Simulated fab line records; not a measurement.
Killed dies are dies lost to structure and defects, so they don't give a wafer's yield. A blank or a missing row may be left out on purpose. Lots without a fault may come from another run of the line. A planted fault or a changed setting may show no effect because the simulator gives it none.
8D (eight disciplines) problem report, filled in by code | flow n5Finfet | the parts of the form that need people (team, actions taken, sign-off) are left out

1. WHAT IS WRONG
RC_N at N5_BEOL_M4_RC_MEAS_101 reads a mean of 28.92 ohm.um on 9 wafers of 3 lots; wafers without a fault read 15.43 ohm.um with a standard deviation of 0.28. Relative to the usual mean, that is a shift of +48 standard deviations.
First seen on wafer L844.3, day 9 01:41, on prober-02. At this step, 30 wafers from 10 lots have a number in the record. Rule for "out", or "out of limits": more than 4 standard deviations from the usual mean. The rest of the wafers with a number are treated as sound.

2. WHAT IT IS, AND WHAT IT ISN'T
question                    | is                                                 | is not
which readings at this step | RC_N, RC_DENSE_N, RC_DENSE_P, RC_P, REXT_N, REXT_P | DIBL_P, IOFF_N, IOFF_P, SS_N, SS_P, VT_P
which lots                  | L844, L845, L847                                   | L843, L857, L859, L861, L862, L863, L864
which wafers of those lots  | all that have a number                             | -
read on which gauges        | prober-01, prober-02                               | -
when                        | from day 9 01:41                                   | up to then (3 sound wafers); but 18 sound wafers of L857, L859, L861, L862, L863, L864 came after

3. SUSPECTS, AND WHAT RULES EACH OUT
Counting: a tool at any process step up to the reading remains a suspect when it ran all the lots that are out and ran no sound lot after the first of those.
- the gauge at N5_BEOL_M4_RC_MEAS_101: ruled out. Those wafers that are out were read across 2 gauges (prober-01, prober-02).
- implanter-01 at N5_MOL_CONTACT_COAG_IMPLANT_129: ruled out as a lasting fault. After its first lot that is out, L844 (day 5 11:24), sound lots L861 ran on it.
Left after counting: nothing in the record.

4. THE CAUSE (what the simulator had put in)
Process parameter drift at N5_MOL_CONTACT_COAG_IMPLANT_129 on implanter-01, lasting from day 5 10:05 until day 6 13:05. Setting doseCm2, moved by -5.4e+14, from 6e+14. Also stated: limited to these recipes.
Counting ruled it out, wrongly: the rule takes a fault to strike every lot that its tool runs from its start on, and this one did not.

5. THE EFFECT CHAIN, in route order
Each row: a reading whose mean over the struck wafers that have a number lies more than 3 standard deviations from the usual. Readings are gone through only where the record gives a usual standard deviation; hours: the median, over the lots, of the time from a lot's start at the first step in this table giving one to that lot's start at this step; sigmas: the change measured in usual standard deviations.
hours | step                            | reading          | usual        | on struck wafers | change | sigmas
0     | N5_MOL_CONTACT_COAG_IMPLANT_129 | beamOnS          | 35 s         | 10               | -25    | -5.2
0     | N5_MOL_CONTACT_COAG_IMPLANT_129 | doseIonsCm2      | 6e+14        | 6e+13            | -5e+14 | -99 or more
0     | N5_MOL_CONTACT_COAG_IMPLANT_129 | faradayCurrentUA | 2175         | 756              | -1419  | -4.7
83    | N5_BEOL_M4_RC_MEAS_101          | RC_DENSE_N       | 18.9 ohm.um  | 35.5             | +16.6  | +48
83    | N5_BEOL_M4_RC_MEAS_101          | RC_DENSE_P       | 23.6 ohm.um  | 44.2             | +20.6  | +46
83    | N5_BEOL_M4_RC_MEAS_101          | RC_N             | 15.43 ohm.um | 28.92            | +13.49 | +48
83    | N5_BEOL_M4_RC_MEAS_101          | RC_P             | 19.3 ohm.um  | 36.1             | +16.8  | +48
83    | N5_BEOL_M4_RC_MEAS_101          | REXT_N           | 76.1 ohm.um  | 89.5             | +13.4  | +7.5
83    | N5_BEOL_M4_RC_MEAS_101          | REXT_P           | 99.8 ohm.um  | 113.5            | +13.7  | +6.5
Here are the process steps it includes:
- N5_MOL_CONTACT_COAG_IMPLANT_129

6. HOW IT WOULD HAVE BEEN CAUGHT EARLIER
In this record the first reading out of limits at a measuring or inspecting step was taken at day 9 01:41, 88 hours after the fault began at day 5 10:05.
At N5_MOL_CONTACT_COAG_IMPLANT_129, the tool's own readings (beamOnS, doseIonsCm2, faradayCurrentUA) were out on each struck wafer the step has a row for, so an alarm limit on them would have fired on the first such wafer.
